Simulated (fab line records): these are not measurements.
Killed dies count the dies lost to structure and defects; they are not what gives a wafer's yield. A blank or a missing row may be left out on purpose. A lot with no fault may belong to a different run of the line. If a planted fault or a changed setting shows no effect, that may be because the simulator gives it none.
Which tool did it? ; flow nand_harc ; 11 lots with 33 wafers sampled at 5 steps, on a route of 1159 steps

## WHAT THE GAUGES READ, wafer by wafer
NHARC_END_SORT_01. Usual: killed_at_array 25, standard deviation 9.2; killed_at_other 0.8, standard deviation 1.2; killed_at_periphery 3.9, standard deviation 2.6; killed_dies 30, standard deviation 9.7; killed_open 3.4, standard deviation 1.9; killed_short 2.0, standard deviation 1.4.
lot;measured;on;killed_at_array;killed_at_other;killed_at_periphery;killed_dies;killed_open;killed_short;flag
L185;day 23 16:43;prober-02;19 19 10;1 1 1;3 2 3;23 22 14;6 7 2;2 3 1;

## WHICH TOOL RAN EACH LOT (tool, then ch and the chambers of the sampled wafers, then the start)
lot;NHARC_A_CONTACT_ETCH_119;NHARC_A_CONTACT_ETCH_121;NHARC_A_CONTACT_SOFTBAKE_64;NHARC_A_CONTACT_DESCUM_74
L168;har_cap_etch-01 ch 0,1, day 16 11:07;har_cap_etch-01 ch 0,1, day 16 11:22;litho_track-06 ch 0, day 16 20:00;rie_diel-01 ch 0,1,2, day 16 20:38
L170;har_cap_etch-03 ch 0,1, day 16 20:32;har_cap_etch-03 ch 0,1, day 16 20:43;litho_track-06 ch 0, day 17 01:00;rie_diel-04 ch 0,1,2, day 17 01:43
L169;har_cap_etch-03 ch 0,1, day 16 23:23;har_cap_etch-03 ch 0,1, day 16 23:34;litho_track-01 ch 0, day 17 03:00;rie_diel-13 ch 0,3, day 17 04:31
L171;har_cap_etch-02 ch 0,1, day 17 15:56;har_cap_etch-02 ch 0,1, day 17 16:07;litho_track-01 ch 0, day 17 20:00;rie_diel-01 ch 1,2,3, day 17 20:37
L172;har_cap_etch-03 ch 0,1, day 17 20:34;har_cap_etch-03 ch 0,1, day 17 20:45;litho_track-06 ch 0, day 18 01:00;rie_diel-04 ch 2,3, day 18 02:17
L183;har_cap_etch-03 ch 0,1, day 19 22:47;har_cap_etch-03 ch 0,1, day 19 22:59;litho_track-06 ch 0, day 20 04:00;rie_diel-01 ch 0,1,3, day 20 05:14
L185;har_cap_etch-03 ch 0,1, day 20 04:06;har_cap_etch-03 ch 0,1, day 20 04:20;litho_track-01 ch 0, day 20 10:00;rie_diel-13 ch 0,3, day 20 10:56
L184;har_cap_etch-01 ch 0,1, day 20 04:19;har_cap_etch-01 ch 0,1, day 20 04:30;litho_track-06 ch 0, day 20 10:00;rie_diel-01 ch 0,2, day 20 10:46
L188;har_cap_etch-03 ch 0,1, day 21 04:15;har_cap_etch-03 ch 0,1, day 21 04:26;litho_track-01 ch 0, day 21 08:00;rie_diel-04 ch 0,1,2, day 21 09:28
L190;har_cap_etch-02 ch 0,1, day 21 09:39;har_cap_etch-02 ch 0,1, day 21 09:50;litho_track-01 ch 0, day 21 13:00;rie_diel-13 ch 0,1,3, day 21 14:17
L191;har_cap_etch-01 ch 0,1, day 22 15:31;har_cap_etch-01 ch 0,1, day 22 15:42;litho_track-04 ch 0, day 22 21:00;rie_diel-01 ch 1,2,3, day 22 21:32
- NHARC_A_CONTACT_ETCH_119: etches the open film in C4F8/O2/Ar, time 94 s, target depth 922 nm.
- NHARC_A_CONTACT_ETCH_121: etches the open film in C4F8/O2/Ar, time 94 s, target depth 922 nm.
- NHARC_A_CONTACT_SOFTBAKE_64: time 55 s.
- NHARC_A_CONTACT_DESCUM_74: chemistry O2, time 3 s.

## AS READ BY THE TOOLS THEMSELVES (means over the sampled wafers that have a number; for cases with no such wafer, the mark the record gives instead)
NHARC_A_CONTACT_SOFTBAKE_64. Usual: heater_power_total_W 188.46 W, standard deviation 0.14; plate_temp_C 105.01 C, standard deviation 0.13.
lot;tool;heater_power_total_W (W);plate_temp_C (C);flag
L168;litho_track-06;188.41;104.99;
L170;litho_track-06;188.39;104.99;
L169;litho_track-01;188.36;104.99;
L171;litho_track-01;188.39;104.95;
L172;litho_track-06;188.38;105.06;
L183;litho_track-06;198.05;-;OFF
L185;litho_track-01;188.35;105.01;
L184;litho_track-06;198.15;-;OFF
L188;litho_track-01;188.32;104.98;
L190;litho_track-01;188.44;104.82;
L191;litho_track-04;188.51;105.18;

NHARC_A_CONTACT_DESCUM_74. Usual: drypump_motor_current_A 5.5 A, standard deviation 0.49; oes_product_au 0.999 a.u., standard deviation 0.0081; rf_vpp_V 57.6 V, standard deviation 1; showerhead_plenum_p_Torr 1.87 Torr, standard deviation 0.092; throttle_valve_pct 11.310 %, standard deviation 0.0093.
lot;tool;drypump_motor_current_A (A);oes_product_au (a.u.);rf_vpp_V (V);showerhead_plenum_p_Torr (Torr);throttle_valve_pct (%);flag
L168;rie_diel-01;5.1;0.990;58.7;1.88;11.316;
L170;rie_diel-04;6.2;1.002;58.2;1.92;11.309;
L169;rie_diel-13;5.3;0.994;56.7;1.88;11.304;
L171;rie_diel-01;5.4;0.994;57.2;1.81;11.318;
L172;rie_diel-04;6.2;0.995;58.0;1.98;11.306;
L183;rie_diel-01;5.3;1.005;57.3;1.87;11.308;
L185;rie_diel-13;5.3;1.003;57.5;1.87;11.316;
L184;rie_diel-01;5.2;0.999;57.3;1.86;11.300;
L188;rie_diel-04;6.2;1.006;57.6;2.01;11.303;
L190;rie_diel-13;5.6;0.995;57.8;1.90;11.317;
L191;rie_diel-01;5.4;1.004;57.7;1.80;11.307;

## THE ANSWER, worked out from the rows above alone
Rule: lot off if the mean of its wafers having a number is beyond 3 standard deviations from the usual mean. A lot without any number at a reading at which 4 lots or more have one is off too. The other lots that the step has rows for count as sound. First the gauges in route order, then the tools' own readings, where a lot's mean is used as printed above. The first step at which some lot is off is used, and at that step the reading that is off furthest; a lot without a number counts as furthest.
Off, at NHARC_A_CONTACT_SOFTBAKE_64 on plate_temp_C: L183, L184. Without a number there: L183, L184.
A tool fits if, at that step or a process step before it, it ran every lot that is off, and no sound lot after the first of them. One fits: litho_track-06 at NHARC_A_CONTACT_SOFTBAKE_64. Its last sound lot is L172 (day 18 01:00), its first lot that is off L183 (day 20 04:00): a fault that began between those two fits.
The tool's own readings at NHARC_A_CONTACT_SOFTBAKE_64 bear it out: on the lots that are off they differ by more than 5 times the standard deviation of the sound lots' means. heater_power_total_W reads 198.10 W there against 188.39 W on the sound lots.
Blank at NHARC_A_CONTACT_SOFTBAKE_64 on the lots that are off, where sound lots have numbers: plate_temp_C.

## WHAT THE SIMULATOR PUT IN
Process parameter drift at NHARC_A_CONTACT_SOFTBAKE_64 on litho_track-06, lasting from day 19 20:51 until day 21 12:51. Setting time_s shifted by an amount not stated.
Lots struck among those shown: L183, L184. The rule given above showed the same thing.
